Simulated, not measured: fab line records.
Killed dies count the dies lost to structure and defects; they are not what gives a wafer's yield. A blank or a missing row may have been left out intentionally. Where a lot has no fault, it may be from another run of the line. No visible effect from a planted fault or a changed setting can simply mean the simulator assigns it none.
Matching of chambers + flow n5Finfet + rieDiel-02 running N5_GATE_CUT_STRIP_59: 4 sister chambers
The step strips in N2/H2, time 20 s. 31 wafers are shown with their chamber, then 12 later ones without.

## WAFERS WITH THEIR CHAMBER
| wafer  | chamber | showerheadPlenumPTorr (Torr) | drypumpMotorCurrentA (A) | oesProductAu (a.u.) |
|--------|---------|------------------------------|--------------------------|---------------------|
| L077.1 | 2       | 3.38                         | 6.2                      | 0.74                |
| L077.3 | 3       | 3.46                         | 6.7                      | 0.68                |
| L077.5 | 3       | 3.46                         | 6.7                      | 0.68                |
| L078.1 | 2       | 3.38                         | 6.1                      | 0.74                |
| L078.2 | 1       | 3.26                         | 6.2                      | 0.77                |
| L078.3 | 0       | 3.54                         | 5.1                      | 0.83                |
| L078.4 | 3       | 3.46                         | 6.7                      | 0.68                |
| L078.5 | 2       | 3.38                         | 6.1                      | 0.74                |
| L078.6 | 3       | 3.46                         | 6.7                      | 0.68                |
| L079.1 | 3       | 3.46                         | 6.6                      | 0.68                |
| L079.3 | 2       | 3.38                         | 6.1                      | 0.74                |
| L079.5 | 0       | 3.54                         | 5.1                      | 0.83                |
| L080.1 | 1       | 3.26                         | 6.2                      | 0.76                |
| L080.2 | 0       | 3.54                         | 5.1                      | 0.83                |
| L080.3 | 2       | 3.38                         | 6.1                      | 0.74                |
| L080.4 | 3       | 3.46                         | 6.7                      | 0.67                |
| L080.5 | 1       | 3.26                         | 6.2                      | 0.77                |
| L080.6 | 0       | 3.54                         | 5.1                      | 0.83                |
| L082.2 | 0       | 3.54                         | 5.1                      | 0.82                |
| L082.3 | 1       | 3.25                         | 6.2                      | 0.76                |
| L082.5 | 0       | 3.54                         | 5.1                      | 0.82                |
| L083.2 | 1       | 3.25                         | 6.2                      | 0.77                |
| L083.3 | 0       | 3.54                         | 5.1                      | 0.82                |
| L083.6 | 3       | 3.46                         | 6.7                      | 0.67                |
| L085.2 | 0       | 3.54                         | 5.1                      | 0.82                |
| L085.3 | 2       | 3.37                         | 6.2                      | 0.74                |
| L085.4 | 3       | 3.46                         | 6.7                      | 0.67                |
| L087.2 | 1       | 3.25                         | 6.2                      | 0.76                |
| L087.3 | 2       | 3.37                         | 6.2                      | 0.74                |
| L087.5 | 2       | 3.37                         | 6.1                      | 0.74                |
| L089.1 | 3       | 3.45                         | 6.7                      | 0.67                |

SIGNATURES (means of the wafers above)
| reading               | chamber 0 | chamber 1 | chamber 2 | chamber 3 | scatter within a chamber |
|-----------------------|-----------|-----------|-----------|-----------|--------------------------|
| showerheadPlenumPTorr | 3.5400    | 3.2550    | 3.3762    | 3.4589    | 0.00397                  |
| drypumpMotorCurrentA  | 5.100     | 6.200     | 6.138     | 6.689     | 0.032                    |
| oesProductAu          | 0.8250    | 0.7650    | 0.7400    | 0.6756    | 0.0046                   |
Rule: for each reading, subtract the chamber's mean from the wafer's reading, divide by that reading's scatter and square the result; add these up over the readings and take the root, which gives the wafer's distance from the chamber. The wafer belongs to the nearest chamber; if the next one is less than 2 further off, it can't be placed. How the scatter is found: for the shown wafers, subtract from each reading the mean of its chamber, square and add these, divide the total by (wafers less chambers), then take the root.

## WAFERS WHOSE CHAMBER IS MISSING
| wafer  | showerheadPlenumPTorr (Torr) | drypumpMotorCurrentA (A) | oesProductAu (a.u.) |
|--------|------------------------------|--------------------------|---------------------|
| L089.2 | 3.37                         | 6.2                      | 0.73                |
| L089.3 | 3.25                         | 6.2                      | 0.76                |
| L090.1 | 3.37                         | 6.2                      | 0.73                |
| L090.5 | 3.45                         | 6.7                      | 0.67                |
| L090.6 | 3.53                         | 5.1                      | 0.82                |
| L093.3 | 3.53                         | 5.1                      | 0.81                |
| L093.5 | 3.53                         | 5.1                      | 0.80                |
| L094.1 | 3.36                         | 6.1                      | 0.72                |
| L094.2 | 3.53                         | 5.1                      | 0.80                |
| L094.4 | 3.24                         | 6.2                      | 0.74                |
| L094.5 | 3.24                         | 6.2                      | 0.75                |
| L094.6 | 3.53                         | 5.1                      | 0.80                |

## WHICH CHAMBER EACH WENT THROUGH
| wafer  | from the rows above | in truth |
|--------|---------------------|----------|
| L089.2 | 2                   | 2        |
| L089.3 | 1                   | 1        |
| L090.1 | 2                   | 2        |
| L090.5 | 3                   | 3        |
| L090.6 | 0                   | 0        |
| L093.3 | 0                   | 0        |
| L093.5 | 0                   | 0        |
| L094.1 | 2                   | 2        |
| L094.2 | 0                   | 0        |
| L094.4 | 1                   | 1        |
| L094.5 | 1                   | 1        |
| L094.6 | 0                   | 0        |
Correct placement for 12 of the 12. Can't be placed from these rows: 0. 0 placed wrongly.
